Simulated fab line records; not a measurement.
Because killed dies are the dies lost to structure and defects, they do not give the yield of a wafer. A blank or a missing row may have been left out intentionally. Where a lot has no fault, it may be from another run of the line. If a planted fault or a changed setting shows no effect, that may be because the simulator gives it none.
fab line records    flow n5Finfet
[record] lots = 7  wafers = 21  lastDay = 17
route steps=1938 shown HKMG_FIN@423
lots with no fault: from the same line, run without faults
startH: start of the lot's first displayed wafer, in hours after the record's first day    waitH: hours from the lot's prior step to this one    " identical to the entry in the row above    L1.1+2: one row covering several wafers at once    - value missing, or start not given    * or withheld: withheld    < > ~ a bound
route shown NAME@n: a module of which the file shows steps, and the number in the route of the first    usual: mean and standard deviation over wafers with no fault    same: alike in all rows    chamber/n: place in a boat    sites: each site's reading    _std_site: the values' standard deviation    _edge_site: mean of outer sites minus mean of inner sites    radiusMm: how far each site lies from the wafer's centre    mask NAME#n: copy n    behind: the tool/chamber that last shaped the wafer    hold: why the lot went on hold/how many hours it stayed there/how the hold came to an end    device: names the non-switching transistor (n, p or np)    end of line: the route-end tests of the same wafers    where a step has no rows: the recipe by itself    killed: at the first sort, the dies lost to defects and structure; wafer yield is something else    map: a wafer's dies, x killed, . not, _ none there
set.NAME: the run value of the setting; set.NAME@STEP: its run value at that earlier step    model.NAME: the simulator's own value behind a step, which no gauge read
lots at selected steps of the route; one table per step, one row per wafer
services: the hour from which a tool's chamber was out of use, counted from the record's first day as startH (under 0 if before that day), plus the number of hours and why
[[steps]]
[step N5_HKMG_FIN_COAT_30]
[recipe] resist = SiARC  tempC = 220  timeS = 60  spinRpm = 1500  resistThkNm = 35
[step N5_HKMG_FIN_COAT_06]
[recipe] resist = CAR-ArF  spinRpm = 1500  resistThkNm = 90
[step N5_HKMG_FIN_EBR_08]
[recipe] solvent = PGMEA  ebrWidthMm = 1.5
[step N5_HKMG_FIN_SOFTBAKE_07]
[recipe] tempC = 110  timeS = 60  resist = CAR-ArF
[step N5_HKMG_FIN_EXPOSE_09]
[recipe] maskId = NWFM  na = 1.35  sourceShape = conventional  sigmaOuter = 0.8  polarization = unpolarized  doseMj = 39.25
[step N5_HKMG_FIN_PEB_10]
[recipe] pebTempC = withheld  pebTimeS = 60  resist = CAR-ArF
[step N5_HKMG_FIN_DEVELOP_11]
[recipe] developTimeS = 30  developer = TMAH  resist = CAR-ArF  devTempC = 23  rinseLiquid = diw  dry = airSpin
[step N5_HKMG_FIN_CD_MEAS_12]
[recipe] targetCdNm = 92.8  landingEnergyEv = 500  detector = seInlens
[usual] cdNm = 92.7/0.68
lot.wafer  tool      chamber  startH  waitH  cdNm
L207.2     cdSem-01  0        108.26  -      92.4
L207.3     "         0        "       "      92.2
L207.4     "         0        "       "      92.8
L212.4     cdSem-03  0        136.06  -      92.5
L212.5     "         0        "       "      92.0
L212.6     "         0        "       "      91.5
L213.1     cdSem-02  0        143.00  -      91.9
L213.5     "         0        "       "      92.6
L213.6     "         0        "       "      92.0
L215.1     cdSem-02  0        155.23  -      93.6
L215.4     "         0        "       "      93.6
L215.5     "         0        "       "      93.2
L222.3     cdSem-02  0        201.32  -      93.1
L222.4     "         0        "       "      91.8
L222.5     "         0        "       "      92.4
L224.1     cdSem-01  0        211.91  -      93.7
L224.3     "         0        "       "      93.5
L224.6     "         0        "       "      93.0
L225.3     cdSem-03  0        213.91  -      92.5
L225.4     "         0        "       "      92.1
L225.6     "         0        "       "      92.4
[step N5_HKMG_FIN_OVL_MEAS_13]
[recipe] pointsPerWafer = 44
[usual] NWFM_OVL = 0.3/0.81
lot.wafer  tool        chamber  startH  waitH  NWFM_OVL[nm]
L207.2     overlay-01  0        108.29  0.0    0.8
L207.3     "           0        "       "      0.3
L207.4     "           0        "       "      -1.2
L212.4     overlay-01  0        136.08  0.0    -0.7
L212.5     "           0        "       "      0.0
L212.6     "           0        "       "      0.4
L213.1     overlay-01  0        143.03  0.0    -0.1
L213.5     "           0        "       "      0.7
L213.6     "           0        "       "      0.6
L215.1     overlay-02  0        155.26  0.0    1.0
L215.4     "           0        "       "      0.5
L215.5     "           0        "       "      0.8
L222.3     overlay-01  0        201.34  0.0    0.2
L222.4     "           0        "       "      0.0
L222.5     "           0        "       "      -0.6
L224.1     overlay-02  0        211.94  0.0    1.5
L224.3     "           0        "       "      1.6
L224.6     "           0        "       "      1.0
L225.3     overlay-02  0        213.94  0.0    0.7
L225.4     "           0        "       "      0.3
L225.6     "           0        "       "      0.8
[step N5_HKMG_FIN_INSPECT_14]
[recipe] mode = adi  inspectInstrument = macro
[usual] rawDefectCount = 2.0/1.4
lot.wafer  tool              chamber  startH  waitH  rawDefectCount
L207.2     defectInspect-02  -        108.31  0.0    1
L207.3     "                 -        "       "      3
L207.4     "                 -        "       "      2
L212.4     defectInspect-01  -        136.11  0.0    3
L212.5     "                 -        "       "      2
L212.6     "                 -        "       "      1
L213.1     defectInspect-02  -        143.05  0.0    1
L213.5     "                 -        "       "      1
L213.6     "                 -        "       "      4
L215.1     defectInspect-02  -        155.28  0.0    7
L215.4     "                 -        "       "      1
L215.5     "                 -        "       "      1
L222.3     defectInspect-02  -        201.37  0.0    4
L222.4     "                 -        "       "      1
L222.5     "                 -        "       "      3
L224.1     defectInspect-01  -        211.97  0.0    2
L224.3     "                 -        "       "      1
L224.6     "                 -        "       "      0
L225.3     defectInspect-01  -        213.96  0.0    3
L225.4     "                 -        "       "      0
L225.6     "                 -        "       "      3
[step N5_HKMG_FIN_DESCUM_17]
[recipe] chemistry = O2  timeS = 7.9  sourcePowerW = 50  biasPowerW = 20  pressureMtorr = 20  rfFrequencyHz = 2.712e+07  tempC = 40  resist = CAR-ArF  o2FlowSccm = 225
[usual] drypumpMotorCurrentA = 5.6/0.51  oesProductAu = 0.82/0.089  rfVppV = 243.3/1.2  showerheadPlenumPTorr = 2.11/0.056  throttleValvePct = 20.32/0.25
lot.wafer  tool        chamber  startH  waitH  drypumpMotorCurrentA  oesProductAu  rfHoursCounterH  rfVppV  showerheadPlenumPTorr  throttleValvePct
L207.2     rieDiel-04  2        108.39  0.1    5.2                   0.95          19               241.7   2.13                   20.06
L207.3     "           3        "       "      5.5                   0.83          87               243.1   2.12                   20.38
L207.4     "           2        "       "      5.1                   0.95          -                242.6   2.13                   20.03
L212.4     rieDiel-04  2        136.14  0.0    5.1                   0.92          28               244.0   2.12                   20.05
L212.5     "           3        "       "      5.5                   0.81          -                244.2   2.11                   20.42
L212.6     "           0        "       "      6.2                   0.86          -                244.0   2.13                   19.91
L213.1     rieDiel-04  1        143.09  0.0    5.5                   0.72          186              242.7   2.08                   20.55
L213.5     "           1        "       "      5.5                   0.73          -                242.2   2.08                   20.55
L213.6     "           2        "       "      5.2                   0.91          -                243.1   2.12                   20.05
L215.1     rieDiel-04  2        155.32  0.0    5.2                   0.90          35               243.7   2.12                   20.07
L215.4     "           0        "       "      6.2                   0.85          47               244.5   2.13                   19.91
L215.5     "           3        "       "      5.5                   0.80          -                243.5   2.11                   20.40
L222.3     rieDiel-06  1        201.40  0.0    5.3                   0.91          19               244.7   2.14                   20.43
L222.4     "           2        "       "      6.1                   0.84          50               242.8   2.04                   20.37
L222.5     "           1        "       "      5.3                   0.90          -                243.6   2.14                   20.44
L224.1     rieDiel-06  0        212.02  0.1    5.8                   0.71          216              241.5   2.06                   20.34
L224.3     "           3        "       "      5.0                   0.71          236              241.9   2.06                   20.61
L224.6     "           2        "       "      6.1                   0.84          -                241.3   2.04                   20.38
L225.3     rieDiel-02  2        213.99  0.0    4.9                   0.78          119              244.1   2.10                   20.59
L225.4     "           3        "       "      5.9                   0.87          55               246.1   2.21                   20.16
L225.6     "           1        "       "      6.7                   0.91          -                242.1   2.05                   20.29
[step N5_HKMG_FIN_ETCH_31]
[recipe] chemistry = CF4  target = SiARC  targetDepthA = 455  maskMaterial = CAR-ArF  timeS = 75.8  ionEnergyEv = 80  pressureMtorr = 40  sourceW = 545  biasW = 36  Ar_flow_sccm = 100  cf4FlowSccm = 100  ends = cleared
[usual] drypumpMotorCurrentA = 5.6/0.51  etchRfOnTimeS = 75.0/1.4  oesProductAu = 0.71/0.077  rfVppV = 184.3/1.1  showerheadPlenumPTorr = 2.15/0.056  throttleValvePct = 15.50/0.24
lot.wafer  tool        chamber  startH  waitH  drypumpMotorCurrentA  etchRfOnTimeS  oesProductAu  rfHoursCounterH  rfVppV  showerheadPlenumPTorr  throttleValvePct
L207.2     rieDiel-04  2        108.43  0.0    5.2                   71.8           0.82          19               185.1   2.19                   15.26
L207.3     "           3        "       "      5.5                   75.0           0.71          87               185.2   2.16                   15.54
L207.4     "           2        "       "      5.2                   72.3           0.81          -                183.5   2.19                   15.26
L212.4     rieDiel-04  2        136.18  0.0    5.2                   71.9           0.81          28               185.2   2.19                   15.27
L212.5     "           3        "       "      5.5                   74.3           0.69          -                184.4   2.16                   15.56
L212.6     "           0        "       "      6.2                   74.7           0.74          -                183.3   2.18                   15.10
L213.1     rieDiel-04  1        143.12  0.0    5.5                   76.3           0.62          186              184.2   2.12                   15.67
L213.5     "           1        "       "      5.5                   75.7           0.62          -                183.2   2.12                   15.67
L213.6     "           2        "       "      5.1                   72.8           0.80          -                185.0   2.18                   15.29
L215.1     rieDiel-04  2        155.35  0.0    5.1                   72.4           0.80          35               184.2   2.18                   15.30
L215.4     "           0        "       "      6.3                   75.2           0.73          47               183.8   2.18                   15.11
L215.5     "           3        "       "      5.5                   74.5           0.68          -                184.3   2.16                   15.57
L222.3     rieDiel-06  1        201.44  0.0    5.3                   76.2           0.76          19               186.3   2.18                   15.54
L222.4     "           2        "       "      6.1                   75.2           0.72          50               184.3   2.09                   15.50
L222.5     "           1        "       "      5.3                   76.6           0.77          -                185.4   2.18                   15.51
L224.1     rieDiel-06  0        212.05  0.0    5.8                   74.7           0.61          216              183.2   2.12                   15.65
L224.3     "           3        "       "      5.0                   76.3           0.60          236              184.4   2.11                   15.83
L224.6     "           2        "       "      6.1                   76.6           0.71          -                183.9   2.09                   15.49
L225.3     rieDiel-02  2        214.03  0.0    5.0                   75.2           0.67          119              183.5   2.15                   15.77
L225.4     "           3        "       "      5.9                   74.6           0.74          55               184.3   2.26                   15.35
L225.6     "           1        "       "      6.7                   75.5           0.77          -                184.7   2.08                   15.36
[step N5_HKMG_FIN_ETCH_32]
[recipe] chemistry = N2/H2  target = SOC  targetDepthA = 2400  tempC = 40  timeS = 300  ionEnergyEv = 200  maskMaterial = SiARC  pressureMtorr = 30  sourceW = 840  biasW = 150  n2FlowSccm = 200  h2FlowSccm = 200
[usual] drypumpMotorCurrentA = 5.6/0.51  oesProductAu = 0.83/0.091  rfVppV = 524.4/1.9  showerheadPlenumPTorr = 2.56/0.068  throttleValvePct = 17.76/0.27
lot.wafer  tool        chamber  startH  waitH  drypumpMotorCurrentA  oesProductAu  rfHoursCounterH  rfVppV  showerheadPlenumPTorr  throttleValvePct  model.HKMG_FIN.featureDepthNm  model.etch.depthNm  model.SiARC_of_HKMG_FIN_COAT_30.thkNm
L207.2     rieDiel-04  2        108.48  0.0    5.2                   0.96          19               524.7   2.59                   17.47             250.6                          250.6               20.4
L207.3     "           3        "       "      5.5                   0.82          87               525.2   2.57                   17.83             244.4                          244.4               20.8
L207.4     "           2        "       "      5.2                   0.96          -                526.6   2.59                   17.48             252.2                          252.1               20.4
L212.4     rieDiel-04  2        136.23  0.0    5.1                   1.19          28               525.8   2.58                   17.55             354.4                          354.4               14.4
L212.5     "           3        "       "      5.5                   0.82          -                524.8   2.56                   17.83             243.8                          243.7               20.8
L212.6     "           0        "       "      6.3                   0.86          -                524.7   2.59                   17.26             243.2                          243.1               20.8
L213.1     rieDiel-04  1        143.18  0.0    5.5                   0.73          186              523.2   2.53                   18.03             239.4                          239.4               21.4
L213.5     "           1        "       "      5.5                   0.73          -                523.5   2.53                   18.03             241.6                          241.7               21.2
L213.6     "           2        "       "      5.1                   1.18          -                523.9   2.58                   17.55             353.2                          353.1               14.8
L215.1     rieDiel-04  2        155.41  0.0    5.1                   1.16          35               525.5   2.58                   17.55             349.8                          349.8               14.8
L215.4     "           0        "       "      6.2                   0.85          47               525.7   2.59                   17.28             244                            243.9               20.8
L215.5     "           3        "       "      5.5                   0.80          -                523.5   2.56                   17.87             244.4                          244.4               20.8
L222.3     rieDiel-06  1        201.49  0.0    5.3                   0.90          19               524.5   2.60                   17.76             238.4                          238.5               21.2
L222.4     "           2        "       "      6.1                   0.84          50               521.3   2.48                   17.77             239.6                          239.7               21
L222.5     "           1        "       "      5.3                   0.89          -                526.5   2.60                   17.75             238                            237.9               21.2
L224.1     rieDiel-06  0        212.11  0.0    5.8                   0.71          216              522.7   2.52                   17.88             242.2                          242.1               21
L224.3     "           3        "       "      5.0                   0.70          236              522.5   2.52                   18.14             234                            234.1               21.6
L224.6     "           2        "       "      6.1                   0.84          -                523.0   2.48                   17.78             239.2                          239.1               21.4
L225.3     rieDiel-02  2        214.09  0.0    4.9                   0.78          119              523.9   2.56                   18.09             244.4                          244.4               21
L225.4     "           3        "       "      5.9                   0.88          55               528.4   2.69                   17.63             245.2                          245.2               20.8
L225.6     "           1        "       "      6.7                   0.91          -                522.7   2.48                   17.71             243.8                          243.8               21.2
[step N5_HKMG_FIN_STRIP_33]
[recipe] chemistry = N2/H2  tempC = 40  n2FlowSccm = 200  h2FlowSccm = 200  rfFrequencyHz = 6e+07
[[services]]
tool        chamber  startH  hours  kind
rieDiel-02  1        85.19   -      clean
rieDiel-02  1        85.19   -      consumableReplace:focusRing
rieDiel-02  1        85.19   23.3   scheduledDown
rieDiel-02  1        85.19   23.3   ventCycle
rieDiel-06  1        107.30  -      clean
rieDiel-06  1        107.30  -      consumableReplace:focusRing
rieDiel-06  1        107.30  20.1   scheduledDown
rieDiel-06  1        107.30  20.1   ventCycle
rieDiel-04  1        107.47  3.4    repair
rieDiel-06  -        153.59  1.2    repair
rieDiel-02  0        162.16  -      clean
rieDiel-02  0        162.16  -      consumableReplace:focusRing
rieDiel-02  0        162.16  -      consumableReplace:showerhead
rieDiel-02  0        162.16  13.7   scheduledDown
rieDiel-02  0        162.16  13.7   ventCycle
rieDiel-06  1        175.24  16.7   repair
rieDiel-02  3        196.56  2.4    repair
[[key]]
[firstSign] step = N5_HKMG_FIN_ETCH_32  reading = oesProductAu  direction = up  sigmas = 3.9  usual = 0.83  struck = 1.18
effect none on later readings
[modelEffect] step = N5_HKMG_FIN_ETCH_32  value = HKMG_FIN.featureDepthNm  without = 251.3  struck = 352.5
metAt N5_HKMG_FIN_ETCH_32
struckWafers L212.4,L213.6,L215.1
testerLeftOut L212,L213,L215
onsetBetween 108.48 136.23
[fault] kind = processParameterDrift  tool = rieDiel-04  chamber = 2  onsetH = 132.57  steps = N5_HKMG_FIN_ETCH_32  channel = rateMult  offset = 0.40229  shape = step  endH = 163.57
// testerLeftOut: of these lots the tester's yield and bins aren't shown, on N5 and GAA mostly nor the transistor test; their killed dies are dies lost to structure and defects alone, not to doping, threshold or leakage, so they don't give the yield
